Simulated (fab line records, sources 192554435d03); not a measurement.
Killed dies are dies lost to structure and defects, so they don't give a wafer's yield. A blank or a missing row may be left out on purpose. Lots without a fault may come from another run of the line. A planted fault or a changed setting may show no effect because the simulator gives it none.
Chamber matching | flow n5_finfet | N5_BEOL_M4_ILD_DEP_00 on pecvd-04: 3 sister chambers
The step deposits SiOC from DEMS/O2, target thk 79 nm, time 15.3 s. 6 wafers are shown with their chamber, then 11 later ones without.

WAFERS WITH THEIR CHAMBER
wafer  | chamber | heater_power_w (W) | heater_power_outer_w (W)
L083.6 | 2       | 588                | 301
L084.6 | 2       | 575                | 308
L086.1 | 1       | 485                | 281
L086.3 | 0       | 424                | 224
L086.5 | 0       | 426                | 225
L087.2 | 1       | 474                | 258

WAFERS WITHOUT THEIR CHAMBER
wafer  | heater_power_w (W) | heater_power_outer_w (W)
L087.4 | 453                | 250
L087.5 | 462                | 269
L090.3 | 510                | 301
L090.5 | 526                | 298
L090.6 | 442                | 237
L095.2 | 508                | 254
L095.4 | 551                | 308
L095.6 | 524                | 257
L097.1 | 466                | 256
L097.3 | 579                | 297
L097.5 | 582                | 303

WHICH CHAMBER EACH WENT THROUGH
wafer  | from the rows above     | in truth
L087.4 | can't be placed: 1 or 0 | 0
L087.5 | 1                       | 1
L090.3 | 1                       | 1
L090.5 | can't be placed: 1 or 2 | 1
L090.6 | 0                       | 0
L095.2 | 1                       | 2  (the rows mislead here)
L095.4 | 2                       | 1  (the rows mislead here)
L095.6 | 1                       | 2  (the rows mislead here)
L097.1 | 1                       | 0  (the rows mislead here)
L097.3 | 2                       | 2
L097.5 | 2                       | 2
Placed correctly: 5 of 11. Can't be placed from these rows: 2 (the true chamber is among the candidates in 2). Placed wrongly: 4.
How it was worked out, from the rows above alone: a wafer's distance from a chamber is the root of the sum, over the readings, of the square of ((its reading less the chamber's mean) divided by the reading's scatter). The wafer belongs to the nearest chamber; if the next one is less than 2 further off, it can't be placed. A chamber's mean is the mean of its shown wafers. The scatter: the root of (the sum of the squares of (reading less its chamber's mean) over the shown wafers, divided by (wafers less chambers)).
